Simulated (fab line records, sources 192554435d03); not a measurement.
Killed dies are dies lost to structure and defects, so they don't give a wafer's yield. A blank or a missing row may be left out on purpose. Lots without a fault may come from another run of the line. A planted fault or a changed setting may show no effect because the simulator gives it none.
Split-lot experiment | flow n5_finfet | 7 lots, 21 wafers read, on a route of 1938 steps

THE SPLIT
At N5_MIM_TOP_LITHO_EXPOSE_05 (exposes mask MIM TOP, target cd 2000 nm), the setting dose_mj was moved away from the recipe's 20.5 on 5 of the 21 wafers read, by -7.4% to +2.4%. The other wafers ran this setting at the recipe's value.

FROM THE SPLIT TO THE READING: what the file shows between them, 3 steps
- N5_MIM_TOP_LITHO_PEB_06
- N5_MIM_TOP_LITHO_DEVELOP_07: develop time 60 s
- N5_MIM_TOP_LITHO_HARDBAKE_09: time 120 s

THE READING
cd_nm, in nm, at N5_MIM_TOP_LITHO_CD_MEAS_08 (target cd 2000 nm). Fault-free wafers of this fab line usually give 1999.2 nm, standard deviation 1.7 nm.

wafer  | tool, chamber at the split | dose_mj as run | against the recipe | cd_nm, nm | against lot-mates on the recipe
L075.2 | krf_scanner-02, 0          | 19.41          | -5.3%              | 2009.0    | +8.8
L075.5 | krf_scanner-02, 0          | 20.5           | recipe             | 1999.3    | -
L075.6 | krf_scanner-02, 0          | 20.5           | recipe             | 2001.0    | -
L081.2 | krf_scanner-02, 0          | 20.5           | recipe             | 1998.2    | -
L081.3 | krf_scanner-02, 0          | 20.5           | recipe             | 1999.2    | -
L081.6 | krf_scanner-02, 0          | 19.82          | -3.3%              | 2007.1    | +8.4
L083.1 | krf_scanner-01, 0          | 20.5           | recipe             | 1998.0    | -
L083.4 | krf_scanner-01, 0          | 20.5           | recipe             | 1998.2    | -
L083.5 | krf_scanner-01, 0          | 20.5           | recipe             | 1998.9    | -
L085.2 | krf_scanner-01, 0          | 20.5           | recipe             | 1997.9    | -
L085.5 | krf_scanner-01, 0          | 20.5           | recipe             | 1996.4    | -
L085.6 | krf_scanner-01, 0          | 20.5           | recipe             | 1999.3    | -
L087.3 | krf_scanner-01, 0          | 20.5           | recipe             | 2002.2    | -
L087.5 | krf_scanner-01, 0          | 20.5           | recipe             | 1997.7    | -
L087.6 | krf_scanner-01, 0          | 20.5           | recipe             | 1998.3    | -
L094.3 | krf_scanner-01, 0          | 21             | +2.4%              | 1994.9    | -4.8
L094.5 | krf_scanner-01, 0          | 20.5           | recipe             | 1998.0    | -
L094.6 | krf_scanner-01, 0          | 20.5           | recipe             | 2001.3    | -
L095.1 | krf_scanner-01, 0          | 20.5           | recipe             | 2001.1    | -
L095.4 | krf_scanner-01, 0          | 18.99          | -7.4%              | 2014.6    | +13.5
L095.5 | krf_scanner-01, 0          | 18.99          | -7.4%              | 2012.0    | +10.9

THE FIT
A straight line over all 21 wafers: cd_nm changes by -1.94 nm for each +1% of dose_mj; r = -0.96; the points scatter about the line by 1.5 nm.
The same after taking each lot's own level away (the mean of its wafers on the recipe; 21 wafers): -1.73 nm for each +1%; r = -0.96; scatter 1.4 nm.
On that fit, the largest move of dose_mj shifts the reading by 13 nm.
The lots' own levels span 1997.87 to 2001.10 nm, that is 1.9 times the standard deviation above.
So the lot-to-lot level changes the slope: the two fits differ.
Check: with one of the wafers moved furthest among these (-7.4%) left out of the fit, the line predicts +12.3 nm for it against its lot-mates. It came out at +13.5 nm against them.

OTHER SPLITS ON THESE WAFERS
These wafers also went through other splits before the reading. Each is held against what the fit with the lots' levels taken away leaves over:
other split on the same wafers    | wafers away from the commonest value | r with cd_nm (lot level and that fit taken away)
N5_BEOL_M12_EXPOSE_07 dose_mj     | 7                                    | +0.19
N5_BEOL_M14_TRENCH_ETCH_34 bias_w | 8                                    | -0.19
N5_BEOL_M14_SPUTTER_43 time_s     | 10                                   | -0.02
N5_BEOL_M14_DEP_53 time_s         | 8                                    | -0.17
N5_MIM_TOP_SPUTTER_03 time_s      | 6                                    | -0.12

THE WHOLE CHAIN: every reading that the file lists as answering this split, in the file's order
step                        | what it does             | reading                                                              | change (the file's fit)              | r (the file's)
N5_MIM_TOP_LITHO_CD_MEAS_08 | target cd 2000 nm        | cd_nm                                                                | -1.77 nm for each +1% of the setting | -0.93
N5_MIM_TOP_LITHO_DESCUM_10  | chemistry O2, time 7.9 s | MIM_TOP_LITHO.cd_nm (the simulator's own value, which no gauge read) | -1.74 nm for each +1% of the setting | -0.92

THE FILE'S OWN FIT
cd_nm changes by -1.77 nm for each +1% of dose_mj, r = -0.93.
